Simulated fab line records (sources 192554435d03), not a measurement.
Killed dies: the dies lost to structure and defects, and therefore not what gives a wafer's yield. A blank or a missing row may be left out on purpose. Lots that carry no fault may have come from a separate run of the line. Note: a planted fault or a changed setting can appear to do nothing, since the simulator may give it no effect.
fab line records	flow n5-finfet
record: lots: 9	wafers: 27	last-day: 17
route steps=1938 shown SD_EPI_N@287 SDB@347 BEOL_M4@1111 PASSIVATION@1936
lots that met no fault: from a run of the same line without faults
start-h: hours from the record's first day to the start of the lot's first wafer shown	wait-h: time in hours since the lot's previous step	" repeats the value in the row above	L1.1+2: one row covering several wafers at once	- no value, or no start was given	* or withheld: withheld	< > ~ a bound
route shown NAME@n: a module of which the file shows steps, and the number in the route of the first	usual: the fault-free wafers' mean and standard deviation	same: alike in all rows	chamber/n: place in a boat	sites: per-site readings	_std_site: how widely they spread, as a standard deviation	_edge_site: the outer-site mean with the inner-site mean subtracted	radius-mm: how far each site lies from the wafer's centre	mask NAME#n: copy n	behind: tool/chamber where the wafer was last shaped	hold: why the lot was held/for how many hours/how that ended	device: transistor that didn't switch, given as n, p or np	end of line: at the end of the route, the tests of the same wafers	a step with no rows: only its recipe	killed: at the first sort, the dies lost to defects and structure; wafer yield is something else	map: a wafer's dies, marking killed ones x, the rest . and places with no die _
set.NAME: the setting the step ran with; set.NAME@STEP: the setting that earlier step ran with	model.NAME: the simulator's own value behind a step, which no gauge read
the route's steps for a sample of lots (tables are steps, rows are wafers)
services: from which hour (start-h, from the record's first day; less than 0 if before it) a tool's chamber was out of use, for how many hours, and why
== steps ==
step: N5_SD_EPI_N_VAPOR_ETCH_50
recipe: chemistry: HCl	target: Si	temp-c: 775	time-s: 54	pressure-torr: 20	mode: isotropic
usual: throttle-valve-pct: 12.03/0.16
lot.wafer	tool	chamber	start-h	wait-h	throttle-valve-pct
L845.1	epi-rpcvd-03	0	81.36	0.4	12.16
L845.3	"	0	"	"	11.96
L845.4	"	0	"	"	12.29
L847.2	epi-rpcvd-04	0	93.87	0.4	11.87
L847.5	"	0	"	"	12.10
L847.6	"	0	"	"	11.94
L849.1	epi-rpcvd-03	0	112.10	0.3	12.33
L849.4	"	0	"	"	12.00
L849.6	"	0	"	"	12.14
L850.1	epi-rpcvd-04	0	116.18	0.3	12.27
L850.3	"	0	"	"	12.09
L850.4	"	0	"	"	11.97
L851.3	epi-rpcvd-03	0	117.28	0.2	12.03
L851.5	"	0	"	"	12.00
L851.6	"	0	"	"	11.99
L856.3	epi-rpcvd-03	0	152.57	0.2	11.87
L856.4	"	0	"	"	12.38
L856.6	"	0	"	"	12.12
L858.2	epi-rpcvd-02	0	162.54	0.3	11.96
L858.3	"	0	"	"	12.05
L858.4	"	0	"	"	11.99
L859.4	epi-rpcvd-04	0	166.94	0.2	11.96
L859.5	"	0	"	"	11.97
L859.6	"	0	"	"	11.96
L863.1	epi-rpcvd-02	0	189.45	0.3	12.09
L863.3	"	0	"	"	11.90
L863.5	"	0	"	"	11.75
step: N5_SD_EPI_N_EPI_MEAS_23
recipe: mode: xrd
usual: thk-nm: 59.0/1.1
lot.wafer	tool	chamber	start-h	wait-h	thk-nm
L845.1	film-metro-02	-	83.88	1.9	59.3
L845.3	"	-	"	"	60.0
L845.4	"	-	"	"	59.5
L847.2	film-metro-01	-	96.36	1.5	58.5
L847.5	"	-	"	"	61.4
L847.6	"	-	"	"	58.7
L849.1	film-metro-01	-	113.99	1.4	60.0
L849.4	"	-	"	"	60.2
L849.6	"	-	"	"	59.2
L850.1	film-metro-02	-	118.07	1.4	59.1
L850.3	"	-	"	"	57.8
L850.4	"	-	"	"	59.7
L851.3	film-metro-02	-	119.12	0.9	59.2
L851.5	"	-	"	"	58.2
L851.6	"	-	"	"	58.8
L856.3	film-metro-02	-	154.41	0.9	59.1
L856.4	"	-	"	"	59.3
L856.6	"	-	"	"	60.1
L858.2	film-metro-02	-	164.40	1.2	59.7
L858.3	"	-	"	"	59.0
L858.4	"	-	"	"	59.7
L859.4	film-metro-02	-	168.75	0.6	58.2
L859.5	"	-	"	"	60.1
L859.6	"	-	"	"	60.2
L863.1	film-metro-02	-	191.35	1.4	60.0
L863.3	"	-	"	"	58.4
L863.5	"	-	"	"	57.5
step: N5_SDB_HM_DEP_00
recipe: material: SiNx	target-thk-a: 400	temp-c: 400	precursor: SiH4/NH3/N2	pressure-torr: 1.5	rf-w: 300	time-s: 35.3
usual: chamber-pressure-Torr: 1.500/0.0032	heater-power-outer-w: 458/49	heater-power-w: 735/87	showerhead-plenum-p-Torr: 5.14/0.076	throttle-valve-pct: 39.8/1.6
lot.wafer	tool	chamber	start-h	wait-h	chamber-pressure-Torr	heater-power-outer-w	heater-power-w	showerhead-plenum-p-Torr	throttle-valve-pct
L845.1	pecvd-03	0	96.69	0.0	1.506	433	613	5.18	40.4
L845.3	"	1	"	"	1.495	469	757	5.19	41.2
L845.4	"	2	"	"	1.502	401	647	5.24	38.1
L847.2	pecvd-03	0	109.18	0.0	1.498	485	727	5.18	40.8
L847.5	"	0	"	"	1.503	493	705	5.18	40.6
L847.6	"	2	"	"	1.499	374	602	5.22	38.0
L849.1	pecvd-03	1	126.29	0.0	1.501	451	724	5.19	41.3
L849.4	"	1	"	"	1.502	460	727	5.18	41.2
L849.6	"	0	"	"	1.498	496	744	5.18	40.8
L850.1	pecvd-03	2	131.18	0.0	-	-	-	-	-
L850.3	"	0	"	"	-	-	-	-	-
L850.4	"	1	"	"	-	-	-	-	-
L851.3	pecvd-03	1	131.44	0.0	-	-	-	-	-
L851.5	"	1	"	"	-	-	-	-	-
L851.6	"	2	"	"	-	-	-	-	-
L856.3	pecvd-03	2	167.20	0.0	1.496	435	681	5.23	38.2
L856.4	"	1	"	"	1.490	452	716	5.19	41.2
L856.6	"	0	"	"	1.496	494	736	5.18	40.9
L858.2	pecvd-03	1	178.97	0.0	1.501	452	726	5.18	41.5
L858.3	"	0	"	"	1.501	498	742	5.17	41.1
L858.4	"	2	"	"	1.502	445	705	5.24	38.2
L859.4	pecvd-01	2	181.10	0.1	1.500	422	711	5.09	38.1
L859.5	"	1	"	"	1.498	453	732	5.05	40.1
L859.6	"	0	"	"	1.498	529	842	4.97	40.2
L863.1	pecvd-03	1	204.49	0.0	1.507	376	629	5.18	41.0
L863.3	"	0	"	"	1.501	501	725	5.19	41.4
L863.5	"	1	"	"	1.501	385	654	5.20	41.4
step: N5_SDB_STRIP_21
recipe: chemistry: CF4	resist: SiARC	power-w: 300	bias-power-w: 75	pressure-mtorr: 50	cf4-flow-sccm: 150	rf-frequency-hz: 6e+07
usual: chamber-pressure-mTorr: 50.00/0.047	drypump-motor-current-A: 5.8/0.43	oes-product-au: 0.78/0.09	rf-vpp-V: 271.1/1.4	showerhead-plenum-p-Torr: 1.79/0.056	throttle-valve-pct: 13.52/0.2
lot.wafer	tool	chamber	start-h	wait-h	chamber-pressure-mTorr	drypump-motor-current-A	oes-product-au	rf-hours-counter-h	rf-vpp-V	showerhead-plenum-p-Torr	throttle-valve-pct
L845.1	rie-diel-04	1	97.31	0.0	50.03	5.7	0.76	152	271.7	1.86	13.48
L845.3	"	2	"	"	50.01	6.3	0.71	215	269.1	1.77	13.69
L845.4	"	0	"	"	49.99	5.5	0.98	0	271.7	1.91	13.15
L847.2	rie-diel-03	2	109.93	0.0	50.01	4.8	0.69	244	272.4	1.76	13.82
L847.5	"	2	"	"	49.92	4.8	0.70	-	272.2	1.76	13.83
L847.6	"	3	"	"	49.98	6.1	0.88	-	270.5	1.83	13.43
L849.1	rie-diel-02	1	128.82	0.0	50.14	5.6	0.69	218	269.4	1.71	13.73
L849.4	"	0	"	"	49.93	5.9	0.89	34	272.4	1.83	13.32
L849.6	"	2	"	"	49.98	5.9	0.75	-	271.2	1.71	13.55
L850.1	rie-diel-03	3	132.46	0.0	50.06	6.1	0.87	42	271.0	1.82	13.47
L850.3	"	0	"	"	50.03	5.7	0.67	262	270.7	1.77	13.87
L850.4	"	0	"	"	49.97	5.7	0.67	-	270.4	1.77	13.85
L851.3	rie-diel-02	3	132.48	0.0	50.04	6.3	0.72	183	271.1	1.85	13.36
L851.5	"	0	"	"	50.00	5.9	0.89	-	271.9	1.83	13.33
L851.6	"	3	"	"	50.01	6.3	0.72	-	270.9	1.85	13.37
L856.3	rie-diel-02	2	167.94	0.0	50.00	5.9	0.73	166	269.2	1.71	13.59
L856.4	"	3	"	"	49.94	6.3	0.71	196	271.8	1.84	13.40
L856.6	"	2	"	"	49.97	5.9	0.74	-	270.1	1.71	13.59
L858.2	rie-diel-03	1	180.02	0.0	50.05	6.3	0.89	19	273.5	1.82	13.31
L858.3	"	0	"	"	49.94	5.7	0.93	6	271.1	1.77	13.25
L858.4	"	0	"	"	49.99	5.7	0.93	-	269.7	1.77	13.27
L859.4	rie-diel-02	2	181.70	0.0	49.99	5.9	0.73	172	269.8	1.71	13.62
L859.5	"	1	"	"	50.00	5.6	0.68	-	268.6	1.70	13.78
L859.6	"	0	"	"	50.16	5.9	0.86	-	272.1	1.82	13.35
L863.1	rie-diel-02	0	205.19	0.0	49.99	5.9	0.85	61	271.7	1.82	13.38
L863.3	"	1	"	"	50.04	5.6	0.67	246	270.0	1.70	13.79
L863.5	"	0	"	"	50.02	5.9	0.85	-	270.9	1.82	13.38
step: N5_SDB_CMP_30
recipe: stop-on: poly-Si	t-overpolish-s: 1.54	post-cmp-clean: alkaline-brush	down-force-psi: 4.1491	platen-rpm: 51.796	pad-velocity-m-s: 1.0306	target-thk-nm: 30
usual: motor-current-A: 11.8/1.1	platen-rpm: 51.80/0.035	time-to-endpoint-s: 16.8/2.2
lot.wafer	tool	chamber	start-h	wait-h	motor-current-A	platen-rpm	time-to-endpoint-s
L845.4	cmp-03	3	100.76	1.4	11.0	51.84	14.0
L845.1	"	0	"	"	13.1	51.76	19.5
L845.3	"	1	"	"	13.4	51.81	17.0
L847.2	cmp-03	3	113.25	1.4	11.1	51.85	11.9
L847.5	"	3	"	"	11.0	51.82	9.8
L847.6	"	0	"	"	12.1	51.78	15.1
L849.4	cmp-01	2	133.41	1.4	12.5	51.81	17.1
L849.1	"	3	"	"	10.9	51.80	15.4
L849.6	"	2	"	"	13.0	51.77	17.3
L850.3	cmp-03	1	136.33	1.4	12.1	51.78	7.7
L850.1	"	3	"	"	10.7	51.77	6.9
L850.4	"	0	"	"	12.1	51.76	8.3
L851.3	cmp-01	1	136.52	1.5	12.6	51.81	9.7
L851.5	"	1	"	"	13.6	51.79	11.0
L851.6	"	2	"	"	12.8	51.74	10.8
L856.3	cmp-03	3	171.60	1.5	11.2	51.80	16.6
L856.4	"	0	"	"	12.3	51.79	17.4
L856.6	"	1	"	"	12.7	51.84	16.9
L858.2	cmp-03	3	183.38	1.4	11.3	51.86	13.3
L858.4	"	0	"	"	12.3	51.73	16.4
L858.3	"	1	"	"	13.0	51.85	16.6
L859.4	cmp-03	2	185.19	1.5	11.6	51.76	18.7
L859.5	"	0	"	"	12.4	51.75	17.4
L859.6	"	1	"	"	12.1	51.78	14.7
L863.3	cmp-03	2	208.56	1.4	11.2	51.80	17.7
L863.1	"	3	"	"	10.9	51.77	16.2
L863.5	"	2	"	"	11.0	51.85	19.7
step: N5_BEOL_M4_RC_MEAS_101
usual: DIBL_N: 36.0/1.7	DIBL_P: 35.8/2	IOFF_N: 0.15/0.03	IOFF_P: 0.20/0.037	ION_N: 670/12	ION_P: 460/7.2	SS_N: 71.5/0.68	SS_P: 73.2/0.65	VT_N: 250/3.1	VT_P: -251/3.4
lot.wafer	tool	chamber	start-h	wait-h	DIBL_N[mV/V]	DIBL_P[mV/V]	IOFF_N[nA/um]	IOFF_P[nA/um]	ION_N[uA/um]	ION_P[uA/um]	SS_N[mV/dec]	SS_P[mV/dec]	VT_N[mV]	VT_P[mV]
L845.1	prober-02	0	200.82	0.0	33.1	33.7	0.12	0.15	662	454	71.1	73.2	252	-255
L845.3	"	0	"	"	35.5	36.5	0.16	0.18	666	449	71.8	73.2	248	-254
L845.4	"	0	"	"	34.2	35.5	0.14	0.18	682	469	71.3	72.5	251	-255
L847.2	prober-01	0	209.11	0.2	35.7	36.3	0.16	0.19	681	459	71.7	72.8	247	-252
L847.5	"	0	"	"	35.9	36.5	0.15	0.20	674	467	72.2	74.3	252	-252
L847.6	"	0	"	"	37.4	38.2	0.19	0.23	689	471	73.0	73.7	248	-251
L849.1	prober-02	0	231.14	0.0	36.1	34.8	0.18	0.23	668	458	71.5	73.4	247	-249
L849.4	"	0	"	"	35.6	35.0	0.16	0.23	691	471	71.1	73.6	248	-247
L849.6	"	0	"	"	36.9	34.9	0.18	0.23	671	458	72.4	73.5	250	-247
L856.3	prober-01	0	266.22	0.3	36.8	35.9	0.17	0.19	682	462	71.5	73.5	247	-251
L856.4	"	0	"	"	33.2	33.4	0.12	0.16	677	466	70.2	72.4	252	-254
L856.6	"	0	"	"	35.1	33.8	0.14	0.16	665	451	71.2	73.3	254	-257
L858.2	prober-01	0	274.55	0.2	37.5	38.7	0.19	0.21	678	456	72.3	73.8	251	-252
L858.3	"	0	"	"	34.2	34.3	0.12	0.15	670	455	71.8	73.0	255	-259
L858.4	"	0	"	"	33.3	33.9	0.11	0.14	655	443	71.4	72.8	255	-259
L859.4	prober-01	0	290.17	0.5	35.0	35.2	0.14	0.21	677	466	70.9	73.5	249	-249
L859.5	"	0	"	"	36.0	35.9	0.16	0.21	683	461	71.0	73.1	250	-250
L859.6	"	0	"	"	36.9	37.6	0.17	0.24	690	470	71.8	73.5	250	-246
L863.1	prober-02	0	317.11	0.0	36.1	37.4	0.16	0.21	685	467	71.8	73.0	251	-252
L863.3	"	0	"	"	32.9	33.9	0.12	0.17	672	457	70.4	72.3	252	-252
L863.5	"	0	"	"	36.1	37.3	0.16	0.20	681	460	71.1	73.9	249	-253
step: N5_PASSIVATION_PROBE_49
usual: defect-limited-yield: 91.4/1.5	killed_at_M0_to_M3: 32/9.8	killed_at_M4_up: 15/5.6	killed-at-contacts: 12/5.4	killed-at-front-end: 40/13	killed-at-other: 3.0/2.1	killed-dies: 102/17	killed-on-rim: 14/4.4	killed-open: 67/13	killed-short: 32/7.1	sort_bin_5_function: 5.1/0.96	sort_bin_6_memory: 3.2/0.7	sort-n-pass: 1078/18	sort-yield-pct: 91.3/1.5
same: gross-dies: 1180	killed-at-back-side: 0	sort_bin_4_leakage[%]: 0	sort_bin_8_speed[%]: 0
lot.wafer	tool	chamber	start-h	wait-h	defect-limited-yield[%]	killed_at_M0_to_M3	killed_at_M4_up	killed-at-contacts	killed-at-front-end	killed-at-other	killed-dies	killed-on-rim	killed-open	killed-short	sort_bin_5_function[%]	sort_bin_6_memory[%]	sort-n-pass	sort-yield-pct[%]
L845.1	prober-02	-	312.98	0.0	92.7	20	20	21	16	9	86	13	54	31	4.2	2.8	1094	92.7
L845.3	prober-02	-	313.08	0.1	92.2	28	17	15	27	5	92	5	63	28	4.8	2.6	1088	92.2
L845.4	prober-02	-	313.13	0.2	91.6	24	13	23	35	4	99	14	66	33	5.2	2.9	1081	91.6
L847.2	prober-01	-	315.29	0.1	92.5	17	25	14	30	3	89	19	53	27	4.2	2.5	1091	92.5
L847.5	prober-01	-	315.44	0.2	92.4	22	25	6	34	3	90	15	57	24	4.7	2.2	1090	92.4
L847.6	prober-01	-	315.49	0.3	93.0	32	14	5	30	2	83	8	52	28	4.5	2.3	1097	93.0
L850.1	prober-01	-	347.44	0.0	0	4	7	2	1167	0	1180	152	16	4	74.6	3.2	0	0
L850.3	prober-01	-	347.54	0.1	0	22	4	4	1150	0	1180	152	23	15	71.5	3.6	0	0
L850.4	prober-01	-	347.59	0.2	0	14	4	2	1158	2	1180	152	15	13	72.9	2.6	0	0
L851.3	prober-02	-	352.50	0.1	0	2	3	7	1168	0	1180	152	10	6	73.3	2.4	0	0
L851.5	prober-02	-	352.60	0.2	0	2	4	2	1172	0	1180	152	8	5	73.3	3.7	0	0
L851.6	prober-02	-	352.65	0.3	0	4	3	1	1172	0	1180	152	4	7	72.9	2.5	0	0
L856.3	prober-02	-	369.90	0.1	87.5	38	27	8	75	0	148	13	91	49	6.4	4.8	1032	87.5
L856.4	prober-02	-	369.95	0.2	90.5	32	11	20	46	3	112	18	74	36	5.5	3.9	1068	90.5
L856.6	prober-02	-	370.05	0.3	91.2	29	12	14	44	5	104	16	71	28	4.8	3.6	1076	91.2
L863.1	prober-02	-	418.77	0.0	89.8	44	10	7	54	5	120	19	78	40	5.8	3.9	1060	89.8
L863.3	prober-02	-	418.87	0.1	91.6	39	12	3	41	4	99	12	60	36	5.3	2.6	1081	91.6
L863.5	prober-02	-	418.97	0.2	90.7	45	20	5	35	5	110	10	77	30	5.8	3.1	1070	90.7
killed by level:class
L845.1 MOL_CONTACT_COAG:geometric-particle:open=18 BEOL_M4:geometric-particle:open=11 BEOL_M0_SAQP:geometric-particle:short=10 PASS1_DEP:geometric-particle:short=5 FIN_SAQP:geometric-particle:open=4 GATE_CUT:geometric-particle:short=4 MOL_CONTACT_COAG:geometric-particle:short=3 BEOL_M0_SAQP:geometric-particle:open=3
L845.3 MOL_CONTACT_COAG:geometric-particle:open=14 BEOL_M4:geometric-particle:open=9 BEOL_M0_SAQP:geometric-particle:open=7 BEOL_M0_SAQP:geometric-particle:short=6 BEOL_M1:geometric-particle:open=6 BEOL_M4:geometric-particle:short=5 STARTING-WAFER:geometric-particle:open=5 BEOL_M0:geometric-particle:open=4
L845.4 MOL_CONTACT_COAG:geometric-particle:open=17 BEOL_M4:geometric-particle:open=9 FIN_SAQP:geometric-particle:open=7 ILD0:geometric-particle:short=6 MOL_CONTACT_COAG:geometric-particle:short=6 FIN_SAQP:geometric-particle:short=5 BEOL_M0:geometric-particle:open=5 ILD0:geometric-particle:open=4
L847.2 BEOL_M4:geometric-particle:open=12 MOL_CONTACT_COAG:geometric-particle:open=9 MOL_CONTACT_COAG:geometric-particle:short=5 BEOL_M1:geometric-particle:open=5 HKMG_FIN:area-etch=5 FIN_SAQP:geometric-particle:open=4 FIN_SAQP:geometric-particle:short=4 BEOL_M2:geometric-particle:open=4
L847.5 BEOL_M4:geometric-particle:open=10 BEOL_M1:geometric-particle:open=7 DUMMY_GATE:geometric-particle:open=6 HKMG_FIN:area-etch=6 MOL_CONTACT_COAG:geometric-particle:open=4 BEOL_M0_SAQP:geometric-particle:open=4 BEOL_M2:geometric-particle:open=4 STARTING-WAFER:geometric-particle:short=4
L847.6 BEOL_M2:geometric-particle:open=11 DUMMY_GATE:geometric-particle:open=8 BEOL_M0_SAQP:geometric-particle:short=5 BEOL_M0_SAQP:geometric-particle:open=5 BEOL_M1:geometric-particle:open=5 BEOL_M4:geometric-particle:open=5 DUMMY_GATE:geometric-particle:short=4 GATE_CUT:geometric-particle:short=3
L850.1 SDB:lost-pattern=1152 SDB:area-dep=8 DUMMY_GATE:geometric-particle:open=3 MOL_CONTACT_COAG:geometric-particle:open=2 BEOL_M4:geometric-particle:open=2 BEOL_M6:geometric-particle:open=2 FIN_SAQP:geometric-particle:open=1 STI_FIN_REVEAL:geometric-particle:open=1
L850.3 SDB:lost-pattern=1132 SDB:area-dep=10 MOL_CONTACT_COAG:geometric-particle:open=4 STI_FIN_REVEAL:geometric-particle:open=4 BEOL_M1:geometric-particle:open=4 BEOL_M1:geometric-particle:short=4 BEOL_M3:geometric-particle:open=4 BEOL_M2:geometric-particle:short=3
L850.4 SDB:lost-pattern=1149 BEOL_M1:geometric-particle:open=4 BEOL_M2:geometric-particle:open=4 FIN_SAQP:geometric-particle:short=3 FIN_SAQP:geometric-particle:open=2 PAD_METAL:geometric-particle:short=2 SDB:area-dep=2 STI_FIN_REVEAL:geometric-particle:open=1
L851.3 SDB:lost-pattern=1157 SDB:area-dep=7 MOL_CONTACT_COAG:geometric-particle:open=6 FIN_SAQP:geometric-particle:short=2 GATE_CUT:geometric-particle:short=1 MOL_CONTACT_COAG:geometric-particle:short=1 BEOL_M4:geometric-particle:open=1 BEOL_M2:geometric-particle:open=1
L851.5 SDB:lost-pattern=1164 SDB:area-dep=3 STARTING-WAFER:geometric-particle:open=2 STI_FIN_REVEAL:geometric-particle:open=1 GATE_CUT:geometric-particle:open=1 MOL_CONTACT_COAG:geometric-particle:open=1 MOL_CONTACT_COAG:geometric-particle:short=1 BEOL_M0_SAQP:geometric-particle:short=1
L851.6 SDB:lost-pattern=1160 SDB:area-dep=9 GATE_CUT:geometric-particle:short=2 ILD0:geometric-particle:open=1 MOL_CONTACT_COAG:geometric-particle:short=1 BEOL_M1:geometric-particle:open=1 BEOL_M0_SAQP:geometric-particle:short=1 BEOL_M1:geometric-particle:short=1
L856.3 STI_FIN_REVEAL:geometric-particle:open=21 BEOL_M4:geometric-particle:open=15 FIN_SAQP:geometric-particle:short=13 FIN_SAQP:geometric-particle:open=12 BEOL_M0_SAQP:geometric-particle:open=11 BEOL_M0_SAQP:geometric-particle:short=10 STI_FIN_REVEAL:geometric-particle:short=7 HKMG_FIN:area-etch=7
L856.4 STI_FIN_REVEAL:geometric-particle:open=20 MOL_CONTACT_COAG:geometric-particle:open=11 MOL_CONTACT_COAG:geometric-particle:short=9 BEOL_M4:geometric-particle:open=9 STI_FIN_REVEAL:geometric-particle:short=8 BEOL_M0_SAQP:geometric-particle:short=8 FIN_SAQP:geometric-particle:open=5 GATE_CUT:geometric-particle:short=5
L856.6 STI_FIN_REVEAL:geometric-particle:open=25 MOL_CONTACT_COAG:geometric-particle:open=13 BEOL_M0_SAQP:geometric-particle:open=8 BEOL_M2:geometric-particle:open=8 STI_FIN_REVEAL:geometric-particle:short=6 BEOL_M4:geometric-particle:open=5 BEOL_M0_SAQP:geometric-particle:short=3 BEOL_M1:geometric-particle:open=3
L863.1 STI_FIN_REVEAL:geometric-particle:open=22 BEOL_M1:geometric-particle:open=12 BEOL_M2:geometric-particle:open=11 BEOL_M0_SAQP:geometric-particle:open=7 FIN_SAQP:geometric-particle:short=6 GATE_CUT:geometric-particle:short=5 MOL_CONTACT_COAG:geometric-particle:open=5 BEOL_M0_SAQP:geometric-particle:short=5
L863.3 STI_FIN_REVEAL:geometric-particle:open=12 BEOL_M0_SAQP:geometric-particle:open=11 GATE_CUT:geometric-particle:short=8 BEOL_M3:geometric-particle:open=8 BEOL_M1:geometric-particle:short=6 FIN_SAQP:geometric-particle:short=5 BEOL_M7:geometric-particle:open=5 DUMMY_GATE:geometric-particle:open=4
L863.5 STI_FIN_REVEAL:geometric-particle:open=14 BEOL_M1:geometric-particle:open=8 BEOL_M4:geometric-particle:open=8 BEOL_M3:geometric-particle:open=7 BEOL_M0_SAQP:geometric-particle:short=7 BEOL_M2:geometric-particle:open=7 FIN_SAQP:geometric-particle:open=6 BEOL_M0_SAQP:geometric-particle:open=6
== services ==
tool	chamber	start-h	hours	kind
rie-diel-03	0	57.56	11.0	repair
rie-diel-04	2	58.03	14.0	repair
rie-diel-02	0	91.45	11.1	repair
rie-diel-02	3	99.64	9.0	repair
cmp-01	-	100.42	13.8	pm
rie-diel-03	1	103.52	-	clean
rie-diel-03	1	103.52	-	consumable-replace:esc
rie-diel-03	1	103.52	-	consumable-replace:focus-ring
rie-diel-03	1	103.52	35.4	scheduled-down
epi-rpcvd-02	-	108.25	2.0	repair
pecvd-01	-	114.37	0.5	repair
rie-diel-02	3	117.67	8.6	repair
cmp-01	-	121.61	1.0	repair
rie-diel-04	-	122.84	15.6	pm
epi-rpcvd-04	-	132.78	2.8	pm
cmp-01	-	147.65	1.7	repair
cmp-03	-	158.52	0.8	repair
cmp-03	-	165.89	4.2	repair
cmp-01	-	180.66	6.0	pm
pecvd-03	-	181.69	5.5	pm
pecvd-03	2	202.38	-	clean
pecvd-03	2	202.38	-	consumable-replace:showerhead
pecvd-03	2	202.38	29.0	scheduled-down
pecvd-03	2	202.38	29.0	vent-cycle
== key ==
first-sign: step: N5_SDB_HM_DEP_00	reading: tool-record	direction: missing
effect: step: N5_SDB_CMP_30	reading: time-to-endpoint-s	direction: down	sigmas: 3.6	usual: *	struck: *
effect: step: N5_PASSIVATION_PROBE_49	reading: killed-at-front-end	direction: up	sigmas: 90	usual: 40	struck: 1164
met-at N5_SDB_HM_DEP_00
struck-lots L850,L851
later-rows-left-out L850.1,L850.3,L850.4,L851.3,L851.5,L851.6
not-acting-at N5_SD_EPI_N_VAPOR_ETCH_50,N5_SD_EPI_N_EPI_MEAS_23,N5_SDB_STRIP_21
onset-between 126.29 131.18
fault: kind: skipped-step-whole	tool: pecvd-03	chamber: -	onset-h: 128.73	steps: N5_SDB_HM_DEP_00	scope: struck-lots-only
later-rows-left-out: the simulator's readings of these wafers behind a module that went badly wrong aren't trusted and aren't shown, but for the sort
